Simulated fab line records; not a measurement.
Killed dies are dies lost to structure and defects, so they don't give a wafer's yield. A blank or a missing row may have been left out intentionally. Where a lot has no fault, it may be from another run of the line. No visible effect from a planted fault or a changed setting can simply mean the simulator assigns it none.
Code-filled problem report in 8D (eight disciplines) form / flow n5Finfet / the parts of the form that need people (team, actions taken, sign-off) are left out

== 1. WHAT IS WRONG ==
Mean of etchRfOnTimeS at N5_GATE_CUT_HM_OPEN_40: 61.2 s across 2 wafers in 2 lots; on wafers with no fault it is 94.4 s (standard deviation 2.3). That puts it -14 standard deviations away from the usual mean.
The step: chemistry C4F6/O2, target SiO2, target depth 139 nm, time 85.1 s.
First observed at day 7 13:10: wafer L170.6, on rieDiel-02. The record holds 24 wafers of 9 lots with a number at this step. By rule, "out" or "out of limits" means more than 4 standard deviations away from the usual mean. Any other wafer with a number is counted as sound.

== 2. WHAT IT IS, WHAT IT ISN'T ==
question=which readings at this step | is=etchRfOnTimeS | is not=drypumpMotorCurrentA, showerheadPlenumPTorr
question=which lots | is=L170, L172 | is not=L160, L161, L164, L166, L167, L180, L181
question=which wafers of those lots | is=L170.6, L172.1 | is not=L170.2, L170.5, L172.2, L172.3
question=read on which tools | is=rieDiel-02 | is not=rieDiel-01, rieDiel-03
question=when | is=from day 7 13:10 | is not=up to then (15 sound wafers); but 7 sound wafers of L172, L180, L181 came after

== 3. THE SUSPECTS, EACH WITH WHAT RULES IT OUT ==
Counting: a tool at a process step up to the reading stays a suspect if it ran every lot that is out. Sound lots after the first of them don't rule it out here, since some wafers of a struck lot are sound.
- aldSin-03 at N5_GATE_CUT_SAC_CAP_01 (material SiNx, target thk 24 nm, pulse time 1 s, ald cycles 480): kept. It processed each lot that is out (first: L170, day 7 09:46); up to then, its last sound lot is L167 (day 6 15:48).
- rieDiel-02 at N5_GATE_CUT_ETCH_36 (etches SiARC in CF4, target depth 13 nm, time 21.7 s): kept. It processed each lot that is out (first: L170, day 7 13:03); up to then, its last sound lot is L167 (day 6 17:58).
- rieDiel-02 at N5_GATE_CUT_HM_OPEN_40 (chemistry C4F6/O2, target SiO2, target depth 139 nm, time 85.1 s): kept. It processed each lot that is out (first: L170, day 7 13:10); up to then, its last sound lot is L167 (day 6 18:05). Its own etchRfOnTimeS readings are out on those wafers.
Left after counting: aldSin-03 at N5_GATE_CUT_SAC_CAP_01, rieDiel-02 at N5_GATE_CUT_ETCH_36, rieDiel-02 at N5_GATE_CUT_HM_OPEN_40.

== 4. THE CAUSE (what the simulator had put in) ==
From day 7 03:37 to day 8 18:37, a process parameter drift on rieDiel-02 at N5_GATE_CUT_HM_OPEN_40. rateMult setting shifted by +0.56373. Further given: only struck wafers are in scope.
3 suspects survive the count, and this tool is in that group.

== 5. SEQUENCE OF EFFECTS, ordered by route ==
Rows list readings where the struck wafers' mean (over those with a number) sits beyond 3 standard deviations from the usual. Scope: only readings with a usual standard deviation given in the record; hours: median across lots of the time from each lot's start at the first step in this table that gives one to its start at this step; sigmas: change in usual standard deviations.
hours=0; step=N5_GATE_CUT_HM_OPEN_40; reading=etchRfOnTimeS; usual=94.4 s; on struck wafers=61.2; change=-33.2; sigmas=-14
It contains these process steps:
- N5_GATE_CUT_HM_OPEN_40: chemistry C4F6/O2, target SiO2, target depth 139 nm, time 85.1 s.
Later measuring or inspecting steps at which every struck wafer that the step has a row for has a number for every such reading, and none has moved that far: N5_BEOL_M4_RC_MEAS_101.

== 6. HOW IT WOULD HAVE BEEN CAUGHT EARLIER ==
First out-of-limits reading in this record: day 7 13:10, which is 10 hours after fault onset at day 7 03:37.
